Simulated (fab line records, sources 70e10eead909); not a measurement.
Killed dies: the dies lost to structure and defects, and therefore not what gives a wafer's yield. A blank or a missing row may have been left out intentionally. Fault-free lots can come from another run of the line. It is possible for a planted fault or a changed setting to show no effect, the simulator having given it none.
Which tool did it?    flow nandHarc    Sampling: 11 lots, 33 wafers, 5 of 1302 route steps

WHAT THE GAUGES READ, wafer by wafer
NHARC_END_SORT_01.
lot   measured      on         killedAtArray  killedAtOther  killedAtPeriphery  killedDies   killedOpen  killedShort
L856  day 28 12:53  prober-02  203 164 142    0 0 1          4 7 6              207 171 149  4 5 3       9 3 4
L859  day 29 10:13  prober-02  107 107 121    0 0 0          3 1 0              110 108 121  5 3 5       0 1 3

WHAT TOOL EACH LOT RAN ON (gives the tool, then ch and the chambers of the sampled wafers, and finally the start)
lot   NHARC_A_CONTACT_ETCH_77            NHARC_A_CONTACT_ETCH_124            NHARC_A_CONTACT_ETCH_127            NHARC_A_CONTACT_ETCH_132
L849  rieDiel-03 ch 0,2, day 22 09:44    harCapEtch-01 ch 0,1, day 22 10:45  harCapEtch-01 ch 0,1, day 22 11:19  harCapEtch-01 ch 0,1, day 22 12:12
L848  rieDiel-13 ch 1,2,3, day 22 13:09  harCapEtch-03 ch 0,1, day 22 14:15  harCapEtch-03 ch 0,1, day 22 14:47  harCapEtch-03 ch 0,1, day 22 15:41
L856  rieDiel-03 ch 0,1,2, day 26 02:19  harCapEtch-01 ch 0,1, day 26 03:19  harCapEtch-01 ch 0,1, day 26 03:53  harCapEtch-01 ch 0,1, day 26 04:46
L859  rieDiel-03 ch 0,3, day 26 18:36    harCapEtch-03 ch 1, day 26 19:37    harCapEtch-03 ch 1, day 26 20:10    harCapEtch-03 ch 1, day 26 21:03
L860  rieDiel-05 ch 0,1, day 26 23:40    harCapEtch-01 ch 0,1, day 27 00:42  harCapEtch-01 ch 0,1, day 27 01:16  harCapEtch-01 ch 0,1, day 27 02:08
L861  rieDiel-13 ch 0,2,3, day 27 12:40  harCapEtch-02 ch 0,1, day 27 13:40  harCapEtch-02 ch 0,1, day 27 14:13  harCapEtch-02 ch 0,1, day 27 15:06
L869  rieDiel-05 ch 0,3, day 30 04:14    harCapEtch-03 ch 0,1, day 30 05:16  harCapEtch-03 ch 0,1, day 30 05:49  harCapEtch-03 ch 0,1, day 30 06:41
L867  rieDiel-03 ch 0,1,2, day 30 11:32  harCapEtch-02 ch 0,1, day 30 12:33  harCapEtch-02 ch 0,1, day 30 13:06  harCapEtch-02 ch 0,1, day 30 13:59
L868  rieDiel-05 ch 1,2,3, day 30 12:36  harCapEtch-03 ch 0,1, day 30 13:37  harCapEtch-03 ch 0,1, day 30 14:10  harCapEtch-03 ch 0,1, day 30 15:03
L870  rieDiel-13 ch 0,1,2, day 31 07:48  harCapEtch-02 ch 0,1, day 31 08:49  harCapEtch-02 ch 0,1, day 31 09:26  harCapEtch-02 ch 0,1, day 31 10:19
L871  rieDiel-13 ch 1,2, day 31 20:55    harCapEtch-01 ch 0,1, day 31 21:57  harCapEtch-01 ch 0,1, day 31 22:30  harCapEtch-01 ch 0,1, day 31 23:23
- NHARC_A_CONTACT_ETCH_77: etches the open film in CF4/CHF3, target depth 108.9 nm, time 54.5 s.
- NHARC_A_CONTACT_ETCH_124: etches the open film in C4F8/O2/Ar, time 140 s, target depth 700 nm.
- NHARC_A_CONTACT_ETCH_127: etches the open film in C4F8/O2/Ar, time 197 s, target depth 1918 nm.
- NHARC_A_CONTACT_ETCH_132: etches the open film in C4F8/O2/Ar, time 197 s, target depth 1924 nm.

AS READ BY THE TOOLS THEMSELVES (means over the sampled wafers that have a number; for cases with no such wafer, the mark the record gives instead)
NHARC_A_CONTACT_ETCH_77.
lot   tool        drypumpMotorCurrentA (A)  mfcArSccm (sccm)  oesProductAu (a.u.)  rfVppV (V)  showerheadPlenumPTorr (Torr)  throttleValvePct (%)
L849  rieDiel-03  5.3                       0.000             0.967                371.5       1.65                          16.808
L848  rieDiel-13  5.6                       0.008             0.972                369.4       1.53                          16.802
L856  rieDiel-03  5.4                       0.000             0.822                370.9       1.58                          16.802
L859  rieDiel-03  5.6                       0.011             0.821                372.9       1.63                          16.804
L860  rieDiel-05  5.4                       0.010             0.986                370.3       1.54                          16.796
L861  rieDiel-13  5.5                       0.009             0.925                368.5       1.51                          16.808
L869  rieDiel-05  5.5                       0.026             0.940                372.7       1.64                          16.790
L867  rieDiel-03  5.4                       0.000             0.922                372.6       1.66                          16.796
L868  rieDiel-05  5.6                       0.011             0.921                371.8       1.59                          16.797
L870  rieDiel-13  5.5                       0.009             0.920                369.4       1.58                          16.794
L871  rieDiel-13  5.5                       0.008             0.973                368.2       1.51                          16.798

THE ANSWER, worked out from the rows above alone
Rule: usual is defined by the lots themselves. The widest of any qualifying gaps counts: lots, ordered by their means at a reading, are off when they make up no more than a third of the lots, leave a main group of 4 or more, and stand apart from it by 3 or more times the standard deviation of that group's means. If all means in a main group match to the digits the tables above print for the reading, that group is not used. A lot without any number at a reading at which 4 lots or more have one is off too. All remaining lots with rows at the step are treated as sound. Order of review: gauges by route order, followed by the tools' own readings, for which a lot's mean as printed above is used. The first step at which some lot is off is used, and at that step the reading that is off furthest; a lot without a number counts as furthest.
Off at NHARC_A_CONTACT_ETCH_77 (oesProductAu): L856, L859. Main group: mean 0.947 a.u., sd 0.025.
If a tool, at that step or one of the process steps before it, ran each lot that is off and ran no sound lot following the first of them, it fits. Of those tried, none fits.

WHAT THE SIMULATOR HAD PUT IN
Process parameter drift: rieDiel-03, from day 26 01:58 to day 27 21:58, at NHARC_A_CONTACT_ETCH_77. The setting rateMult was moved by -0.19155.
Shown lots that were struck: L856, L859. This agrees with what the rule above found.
